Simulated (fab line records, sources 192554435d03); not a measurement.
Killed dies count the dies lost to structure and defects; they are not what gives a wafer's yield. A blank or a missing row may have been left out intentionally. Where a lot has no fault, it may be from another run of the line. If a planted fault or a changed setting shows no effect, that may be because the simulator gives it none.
Split-lot trial	flow n5-finfet	7 lots, 21 wafers read, on a route of 1938 steps

## THE SPLIT ITSELF
At N5_BEOL_M7_VIA_ETCH_34 (etches SiCOH lowk in C4F6/O2, target depth 125.5 nm, time 50.5 s), the setting source-w was moved away from the recipe's 345 W on 10 of the 21 wafers read, by -14.2% to +15.6%. This setting was run at the recipe's value on the other wafers.

The reading comes from the split's own step.

## THE READING
rf-vpp-V, in V, at N5_BEOL_M7_VIA_ETCH_34 (etches SiCOH lowk in C4F6/O2, target depth 125.5 nm, time 50.5 s). Typical for fault-free wafers on this fab line: 666 V, with standard deviation 7.7 V.

wafer	tool, chamber at the split	source-w as run, W	against the recipe	rf-vpp-V, V	against lot-mates on the recipe
L076.2	rie-diel-03, 3	345	recipe	655	-
L076.4	rie-diel-03, 0	295.9	-14.2%	734	+79
L076.5	rie-diel-03, 2	295.9	-14.2%	719	+64
L082.1	rie-diel-05, 1	345	recipe	675	-
L082.2	rie-diel-05, 3	313.8	-9.0%	698	+23
L082.3	rie-diel-05, 0	313.8	-9.0%	689	+14
L088.4	rie-diel-03, 1	299.1	-13.3%	710	+42
L088.5	rie-diel-03, 0	345	recipe	677	-
L088.6	rie-diel-03, 1	345	recipe	660	-
L086.2	rie-diel-05, 3	398.7	+15.6%	617	-40
L086.5	rie-diel-05, 0	345	recipe	657	-
L086.6	rie-diel-05, 3	398.7	+15.6%	619	-38
L087.2	rie-diel-03, 3	345	recipe	656	-
L087.3	rie-diel-03, 2	345	recipe	663	-
L087.6	rie-diel-03, 1	345	recipe	660	-
L089.1	rie-diel-06, 2	345	recipe	668	-
L089.5	rie-diel-06, 3	316.6	-8.2%	700	+32
L089.6	rie-diel-06, 2	316.6	-8.2%	698	+30
L091.3	rie-diel-03, 0	367.7	+6.6%	654	-6
L091.4	rie-diel-03, 2	345	recipe	665	-
L091.5	rie-diel-03, 3	345	recipe	654	-

FIT RESULTS
A straight line over all 21 wafers: rf-vpp-V changes by -3.48 V for each +1% of source-w; r = -0.96; the points scatter about the line by 8.6 V.
The same after taking each lot's own level away (the mean of its wafers on the recipe; 21 wafers): -3.22 V for each +1%; r = -0.93; scatter 11 V.
Per that fit: largest source-w move, reading shift of 50 V.
Across the lots, their own levels run from 655.0 to 675.0 V, a range of 2.6 times the standard deviation given above.
Consequently the slope shifts little with the lot-to-lot level, the two slopes agreeing.
Check: with one of the wafers moved furthest among these (+15.6%) left out of the fit, the line predicts -49.1 V for it against its lot-mates. It came out at -40 V against them.
Tool readings at the split's step, against how far the setting was moved: rf-vpp-V r = -0.96.

## OTHER SPLITS APPLIED TO THESE WAFERS
Note: prior to the reading, these wafers also went through further splits. Each is held against what the fit with the lots' levels taken away leaves over:
other split on the same wafers	wafers away from the commonest value	r with rf-vpp-V (lot level and that fit taken away)
N5_BEOL_M7_COAT_05 spin-rpm	2	+0.22

## THE WHOLE CHAIN: every reading that the file lists as answering this split, in the file's order
step	what it does	reading	change (the file's fit)	r (the file's)
N5_BEOL_M7_VIA_ETCH_34	etches SiCOH lowk in C4F6/O2, target depth 125.5 nm, time 50.5 s	rf-vpp-V	-3.24 V for each +1% of the setting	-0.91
N5_BEOL_M7_VIA_ETCH_34	etches SiCOH lowk in C4F6/O2, target depth 125.5 nm, time 50.5 s	etch.depth-nm (the simulator's own value, which no gauge read)	+0.544 nm for each +1% of the setting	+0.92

## THE FILE'S OWN FIT
rf-vpp-V changes by -3.24 V for each +1% of source-w, r = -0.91.
